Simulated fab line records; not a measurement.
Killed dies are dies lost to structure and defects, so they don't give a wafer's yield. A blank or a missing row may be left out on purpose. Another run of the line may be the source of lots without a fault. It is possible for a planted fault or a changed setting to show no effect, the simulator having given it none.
fab line records	flow n5Finfet
[record] lots = 4	wafers = 10	lastDay = 17
route steps=1938 shown MOL_CONTACT_COAG@598 BEOL_M0_SAQP@632 BEOL_M4@1111 PASSIVATION@1936
lots with no fault: from the same line, run without faults
startH: hours from the record's first day to the start of the lot's first wafer shown	waitH: hours from the lot's prior step to this one	" identical to the entry in the row above	L1.1+2: a row that stands for several wafers	- either no value or no given start	* or withheld: withheld	< > ~ a bound
route shown NAME@n: a module of which the file shows steps, and the number in the route of the first	usual: mean/standard deviation of fault-free wafers	same: alike in all rows	chamber/n: place in a boat	sites: each site's reading	_std_site: how widely they spread, as a standard deviation	_edge_site: inner sites' mean taken away from outer sites' mean	radiusMm: for every site, how far away it sits from the centre of the wafer	mask NAME#n: copy n	behind: the tool/chamber that last shaped the wafer	hold: reason for holding the lot/hours on hold/outcome of the hold	device: the transistor (n, p or np) that didn't switch	end of line: at the end of the route, the tests of the same wafers	for a step that has no rows: nothing shown but its recipe	killed: dies that structure and defects cost at the first sort, which is not the same as the wafer's yield	map: a wafer's dies, marking killed ones x, the rest . and places with no die _
set.NAME: the setting that was run; set.NAME@STEP: the one run at that earlier step	model.NAME: the simulator's own value behind a step, which no gauge read
lots at some steps of the route; a table a step, a row a wafer
services: from which hour (startH, from the record's first day; less than 0 if before it) a tool's chamber was out of use, for how many hours, and why
[[steps]]
[step N5_MOL_CONTACT_COAG_SOFTBAKE_35]
[recipe] tempC = 110	timeS = 60	resist = CAR-EUV
[step N5_MOL_CONTACT_COAG_EXPOSE_37]
[recipe] maskId = VD	na = 0.33	sourceShape = annular	sigmaInner = 0.3	sigmaOuter = 0.7	polarization = unpolarized	defocusNm = 0	doseMj = 62
[step N5_MOL_CONTACT_COAG_PEB_38]
[recipe] pebTempC = 100	pebTimeS = 60	resist = CAR-EUV
[step N5_MOL_CONTACT_COAG_DEVELOP_39]
[recipe] developTimeS = 30	developer = TMAH	resist = CAR-EUV	rinseLiquid = surfactantRinse	dry = airSpin	devTempC = 23
[step N5_MOL_CONTACT_COAG_DESCUM_45]
[recipe] chemistry = O2	timeS = 7	sourcePowerW = 50	biasPowerW = 20	pressureMtorr = 20	rfFrequencyHz = 2.712e+07	tempC = 40	resist = CAR-EUV	o2FlowSccm = 225
[step N5_MOL_CONTACT_COAG_ETCH_65]
[recipe] chemistry = N2/H2	target = underlayer	targetDepthA = 130	maskMaterial = CAR-EUV	timeS = 10.4	ionEnergyEv = 200	pressureMtorr = 30	sourceW = 840	biasW = 150	n2FlowSccm = 200	h2FlowSccm = 200	ends = cleared
[step N5_MOL_CONTACT_COAG_ETCH_66]
[recipe] chemistry = CF4	target = SiARC	targetDepthA = 130	maskMaterial = CAR-EUV	timeS = 21.7	ionEnergyEv = 80	pressureMtorr = 40	sourceW = 545	biasW = 36	Ar_flow_sccm = 100	cf4FlowSccm = 100	ends = cleared
[step N5_MOL_CONTACT_COAG_ALD_133]
[recipe] material = SiO2	targetThkA = 50	tempC = 100	aldPrecursorFamily = BDEAS	aldCoReactant = O2-plasma	pulseTimeS = 1	coReactantPulseTimeS = 1	purgeTimeS = 2	coReactantPurgeTimeS = 2	aldCycles = 35	pressureTorr = 2
[step N5_MOL_CONTACT_COAG_ETCHBACK_134]
[recipe] chemistry = CHF3	target = SiO2	targetDepthA = 100	timeS = 6.7	ionEnergyEv = 200	pressureMtorr = 30	sourceW = 610	biasW = 170	Ar_flow_sccm = 200	CHF3_flow_sccm = 50
[step N5_MOL_CONTACT_COAG_ETCH_67]
[recipe] chemistry = N2/H2	target = SOC	targetDepthA = 600	overetchA = 210	maskMaterial = SiARC	tempC = 40	timeS = 101.2	ionEnergyEv = 200	pressureMtorr = 30	sourceW = 840	biasW = 150	n2FlowSccm = 200	h2FlowSccm = 200
[usual] drypumpMotorCurrentA = 5.9/0.39	oesProductAu = 0.66/0.067	rfVppV = 523.4/2.3	showerheadPlenumPTorr = 2.52/0.082	throttleValvePct = 17.79/0.21
lot.wafer	tool	chamber	startH	waitH	drypumpMotorCurrentA	oesProductAu	rfHoursCounterH	rfVppV	showerheadPlenumPTorr	throttleValvePct	model.SiARC_of_MOL_CONTACT_COAG_COAT_63.thkNm
L924.1	rieDiel-03	3	153.31	0.0	5.9	0.61	173	521.6	2.42	18.00	5.8
L924.2	"	2	"	"	5.7	0.64	118	525.5	2.57	17.76	5.8
L924.5	"	2	"	"	5.7	0.66	-	524.6	2.57	17.75	5.8
L927.1	rieDiel-02	0	176.87	0.0	6.4	0.70	77	522.5	2.46	17.71	5.8
L927.3	"	1	"	"	6.0	0.58	210	522.2	2.51	17.70	5.8
L927.4	"	2	"	"	5.9	0.62	166	527.8	2.64	17.84	6
L928.1	rieDiel-02	3	185.24	0.0	5.5	0.76	10	526.1	2.60	17.78	5.8
L928.4	"	2	"	"	5.9	0.62	169	527.6	2.64	17.85	6.8
L935.2	rieDiel-02	3	222.01	0.0	5.5	0.74	24	525.7	2.60	17.82	6.8
L935.5	"	3	"	"	5.5	0.74	-	525.2	2.60	17.82	5.8
[step N5_MOL_CONTACT_COAG_STRIP_68]
[recipe] chemistry = N2/H2	tempC = 40	n2FlowSccm = 200	h2FlowSccm = 200	rfFrequencyHz = 6e+07
[step N5_MOL_CONTACT_COAG_STRIP_69]
[recipe] chemistry = N2/H2	tempC = 40	n2FlowSccm = 200	h2FlowSccm = 200	rfFrequencyHz = 6e+07
[step N5_MOL_CONTACT_COAG_ETCHBACK_136]
[recipe] chemistry = CHF3	target = SiO2	targetDepthA = 250	timeS = 16.7	ionEnergyEv = 200	pressureMtorr = 30	sourceW = 610	biasW = 170	Ar_flow_sccm = 200	CHF3_flow_sccm = 50
[step N5_MOL_CONTACT_COAG_STRIP_120]
[recipe] chemistry = CHF3	resist = SiARC	rfFrequencyHz = 6e+07
[step N5_MOL_CONTACT_COAG_VIA_ETCH_117]
[recipe] chemistry = C4F6/O2	targetDepthA = 400	overetchA = 80	maskMaterial = SOC	target = SiO2	biasW = 455	pressureMtorr = 10	timeS = 26	sourceW = 325	Ar_flow_sccm = 300	C4F6_flow_sccm = 10	O2_flow_sccm = 10	ionEnergyEv = 575.3	ends = endPoint
[step N5_MOL_CONTACT_COAG_ETCH_124]
[recipe] chemistry = CH3F/O2	target = SiNx	targetDepthA = 65	maskMaterial = SOC	stopOn = SiOC	overEtchFrac = 0.3	ionEnergyEv = 120	pressureMtorr = 30	sourceW = 395	biasW = 73	Ar_flow_sccm = 150	CH3F_flow_sccm = 30	O2_flow_sccm = 20	ends = endPoint
[step N5_MOL_CONTACT_COAG_ETCH_48]
[recipe] chemistry = C4F6/O2	targetDepthA = 150	overetchA = 45	maskMaterial = SOC	target = SiOC	biasW = 465	pressureMtorr = 10	timeS = 17	sourceW = 335	Ar_flow_sccm = 300	C4F6_flow_sccm = 10	O2_flow_sccm = 10	ionEnergyEv = 576
[step N5_MOL_CONTACT_COAG_STRIP_72]
[recipe] chemistry = N2/H2	powerW = 450	tempC = 40	pressureMtorr = 20	rfFrequencyHz = 6e+07	overashFraction = 3	biasPowerW = 7	h2Frac = 0.5	n2FlowSccm = 200	h2FlowSccm = 200
[step N5_MOL_CONTACT_COAG_STRIP_49]
[recipe] chemistry = N2/H2	timeS = 30	powerW = 1000	tempC = 250	pressureMtorr = withheld	n2FlowSccm = 1750	h2FlowSccm = 3250
[step N5_MOL_CONTACT_COAG_PRECLEAN_138]
[recipe] chemistry = alkalineClean	tempC = 60	timeS = 60	doPpb = 50
[step N5_MOL_CONTACT_COAG_SRD_139]
[recipe] dry = ipaMarangoni	timeS = 30	tempC = 23	rinseLiquid = diw
[step N5_MOL_CONTACT_COAG_PRE_CLEAN_121]
[recipe] gas = H2/He	timeS = *	tempC = withheld
[step N5_MOL_CONTACT_COAG_CVD_140]
[recipe] material = W	targetThkA = 665	mode = selectiveFill	tempC = 300	timeS = 215
[step N5_MOL_CONTACT_COAG_PRECLEAN_127]
[recipe] chemistry = DIW	timeS = 57.5	tempC = 23
[step N5_MOL_CONTACT_COAG_SRD_128]
[recipe] dryTimeS = 32	dry = n2Spin	spinRpm = 1500
[step N5_MOL_CONTACT_COAG_CMP_52]
[recipe] stopOn = SiO2	tOverpolishS = 1.5	postCmpClean = wDiluteNh4oh	downForcePsi = 4	platenRpm = 50.289	padVelocityMS = 1.0006	targetThkNm = 66.5
[step N5_MOL_CONTACT_COAG_ANNEAL_112]
[recipe] tempC = 400	timeS = 1800	ambient = HPD2	pressureAtm = 10
[step N5_BEOL_M0_SAQP_PECVD_00]
[recipe] material = SiCN	targetThkA = 80	tempC = withheld	precursor = 3MS/NH3	pressureTorr = 3	rfW = 202	timeS = 14
[step N5_BEOL_M0_SAQP_ILD_DEP_01]
[recipe] material = SiOC	targetThkA = 454.19	tempC = 350	precursor = DEMS/O2	pressureTorr = 5	rfW = 500	timeS = 8.7
[step N5_BEOL_M0_SAQP_HM_DEP_02]
[recipe] material = TiN	targetThkA = 120	tempC = 25	chamberPressurePa = 0.49996
[step N5_BEOL_M0_SAQP_PECVD_03]
[recipe] material = SiCN	targetThkA = 120	tempC = withheld	precursor = 3MS/NH3	pressureTorr = 3	rfW = 202	timeS = 21.1
[step N5_BEOL_M0_SAQP_PECVD_96]
[recipe] material = a-Si	targetThkA = 450	tempC = 350	precursor = SiH4/He	pressureTorr = 3	rfW = 100	timeS = 45.2
[step N5_BEOL_M0_SAQP_PECVD_97]
[recipe] material = SiNx	targetThkA = 230	tempC = 350	precursor = SiH4/NH3/N2	pressureTorr = 1.5	rfW = 300	timeS = 19.9
[step N5_BEOL_M0_SAQP_PECVD_04]
[recipe] material = a-Si	targetThkA = 600	tempC = 350	precursor = SiH4/He	pressureTorr = 3	rfW = 100	timeS = 60.2
[step N5_BEOL_M4_RC_MEAS_101]
[usual] DIBL_N = 37.2/1.9	DIBL_P = 37.3/2.2	IOFF_N = 0.18/0.038	IOFF_P = 0.22/0.039	ION_N = 678/11	ION_P = 462/6.9	SS_N = 71.8/0.68	SS_P = 73.5/0.65	VT_N = 249/3.4	VT_P = -250/3.2
lot.wafer	tool	chamber	startH	waitH	DIBL_N[mV/V]	DIBL_P[mV/V]	IOFF_N[nA/um]	IOFF_P[nA/um]	ION_N[uA/um]	ION_P[uA/um]	SS_N[mV/dec]	SS_P[mV/dec]	VT_N[mV]	VT_P[mV]
L924.1	prober-01	0	223.96	0.0	37.1	35.9	0.13	0.20	659	459	71.5	73.1	255	-252
L924.2	"	0	"	"	36.6	36.2	0.14	0.21	671	468	71.2	72.7	253	-248
L924.5	"	0	"	"	38.7	38.8	0.18	0.25	682	464	71.9	73.2	246	-250
L927.1	prober-01	0	250.70	0.0	37.9	38.5	0.19	0.20	688	465	71.3	74.1	248	-255
L927.3	"	0	"	"	39.5	39.7	0.22	0.22	687	455	71.6	74.3	245	-256
L927.4	"	0	"	"	37.8	38.4	0.19	0.20	690	457	71.8	73.2	249	-256
L928.1	prober-02	0	276.65	0.0	38.9	39.0	0.21	0.25	678	463	72.1	74.8	245	-247
L928.4	"	0	"	"	36.3	36.7	0.15	0.20	660	457	71.4	73.8	252	-253
L935.2	prober-02	0	292.70	0.4	37.0	36.1	0.20	0.24	684	464	71.5	73.5	245	-246
L935.5	"	0	"	"	39.4	39.7	0.25	0.32	688	471	72.3	74.0	243	-245
[step N5_PASSIVATION_PROBE_49]
[usual] defectLimitedYield = 91.2/1.6	killed_at_M0_to_M3 = 31/10	killed_at_M4_up = 14/4.4	killedAtContacts = 13/6	killedAtFrontEnd = 43/13	killedAtOther = 3.5/2.6	killedDies = 104/18	killedOpen = 68/14	killedShort = 34/8.1	sort_bin_4_leakage = 0.01/0.073	sort_bin_5_function = 5.1/1.1	sort_bin_6_memory = 3.3/0.68	sortNPass = 1076/18	sortYieldPct = 91.2/1.6
[same] grossDies = 1180	killedAtBackSide = 0	sort_bin_8_speed[%] = 0
lot.wafer	tool	chamber	startH	waitH	defectLimitedYield[%]	killed_at_M0_to_M3	killed_at_M4_up	killedAtContacts	killedAtFrontEnd	killedAtOther	killedDies	killedOpen	killedShort	sort_bin_4_leakage[%]	sort_bin_5_function[%]	sort_bin_6_memory[%]	sortNPass	sortYieldPct[%]
L928.4	prober-01	-	380.07	0.2	86.9	16	16	106	16	1	155	37	20	0	11.4	1.6	1025	86.9
L935.2	prober-01	-	406.24	0.6	87.0	33	12	54	47	7	153	78	32	0	9.6	3.2	1027	87.0
// killed by level:class
L928.4 MOL_CONTACT_COAG:areaEtch=98 BEOL_M4:geometricParticle:open=7 MOL_CONTACT_COAG:geometricParticle:open=5 FIN_SAQP:geometricParticle:short=4 DUMMY_GATE:geometricParticle:open=4 GATE_CUT:geometricParticle:short=4 BEOL_M0_SAQP:geometricParticle:open=4 BEOL_M3:geometricParticle:open=4
L935.2 MOL_CONTACT_COAG:areaEtch=42 FIN_SAQP:geometricParticle:open=16 MOL_CONTACT_COAG:geometricParticle:open=10 BEOL_M1:geometricParticle:open=8 BEOL_M4:geometricParticle:open=8 BEOL_M0_SAQP:geometricParticle:open=7 BEOL_M0_SAQP:geometricParticle:short=6 FIN_SAQP:geometricParticle:short=5
// map L928.4 (x killed, . not)
_________________............________________
______________.................._____________
___________............x.x.........__________
__________....x..........x.........x_________
________.........x...................._______
_______..........x...........x.........______
______........................x........._____
_____...........................x........____
____......................................___
___.........x...x..x.......................__
___x........................x....x......x..__
__.x...........................x............_
__..................................x......._
_.......x.......................x............
_...........x..x...x.........................
_...............x.........xx............x.x..
_....x................x..x................x..
_...........x................................
_.............x..xx....x...........x...x.x...
_.........x..........................xx..xx..
_.x.......xx.x...x..............x....x.......
__.......x.....x.x..x........x.........x...._
__....x.x.....xx..........x.x...x..x.....xx._
___.....xx......x......x..x.x............x.__
___...x..x...xxxx......x...................__
____x......xx..xx.x.xxxx..x...x...........___
_____....x.x...x..x......x...............____
______..x...xx..xx.x...x...........x...._____
_______.x.xx.xxx.xxxxx.................______
________..x..xx.xxxx.x.x.............x_______
__________....x.xxxx.x..x..........._________
___________x...xxxxxx...x..........__________
______________.xxx...xx.x......._____________
_________________x.x..x...x..________________
// map L935.2 (x killed, . not)
_________________.x...xx.....________________
______________...............x.._____________
___________..............x.......x.__________
__________.......x.............x...._________
________x........................x...._______
_______.............x..................______
______.....x.........x.................x_____
_____..x.......xx...x..x..x..x....x.x....____
____.......xx.....x...x..x.xx.......x.....___
___...................x....xxx..x..x...xx..__
___.......x....x..x.x.......xx.x.....x.....__
__..............x..x......x..x.............x_
__..x.xx................x.x..x....x.......x._
_...................x.x.x.xxx...........x....
_.........x.....x...x.....x..x...............
_...x...........x....xxxxx...x..............x
_........x........x....x...xx......x.......x.
_.x..................xxx....x.xxx.........x..
_........xx..x........x..xxxx..x...x.........
_...........x.............x.....x............
_.xx..........x..x.......x..........x..x..x..
__.........x................................_
__......x...x......x........................_
___....................x..x...........x....__
___...........x.........................x..__
____.....x..x.x..........x.............x..___
_____x................x..xx............x.____
______.........x..........xx............_____
_______..................x......x......______
________x..x....x..x...........x....x._______
__________...........x.........x...._________
___________.......xx...............__________
______________........x........._____________
_________________............________________
[[services]]
tool	chamber	startH	hours	kind
rieDiel-02	3	130.61	-	clean
rieDiel-02	3	130.61	-	consumableReplace:focusRing
rieDiel-02	3	130.61	21.8	scheduledDown
rieDiel-02	3	130.61	21.8	ventCycle
rieDiel-02	1	186.80	2.4	repair
rieDiel-02	0	218.61	13.5	repair
[[key]]
[firstSign] step = N5_PASSIVATION_PROBE_49	reading = killedAtContacts	direction = up	sigmas = 11	usual = 13	struck = 80
[effect] step = N5_PASSIVATION_PROBE_49	reading = sort_bin_5_function	direction = up	sigmas = 5	usual = 5.1	struck = 10.5
[modelEffect] step = N5_MOL_CONTACT_COAG_ETCH_67	value = SiARC_of_MOL_CONTACT_COAG_COAT_63.thkNm	without = 5.9	struck = 6.8
[moreKillsBornAt] N5_MOL_CONTACT_COAG_ETCH_67@rieDiel-02 = 140
metAt N5_MOL_CONTACT_COAG_ETCH_67
struckWafers L928.4,L935.2
onsetBetween 176.87 185.24
[fault] kind = processParameterDrift	tool = rieDiel-02	chamber = -	onsetH = 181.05	steps = N5_MOL_CONTACT_COAG_ETCH_67	channel = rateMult	offset = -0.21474	shape = step	endH = 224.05	scope = struckWafersOnly
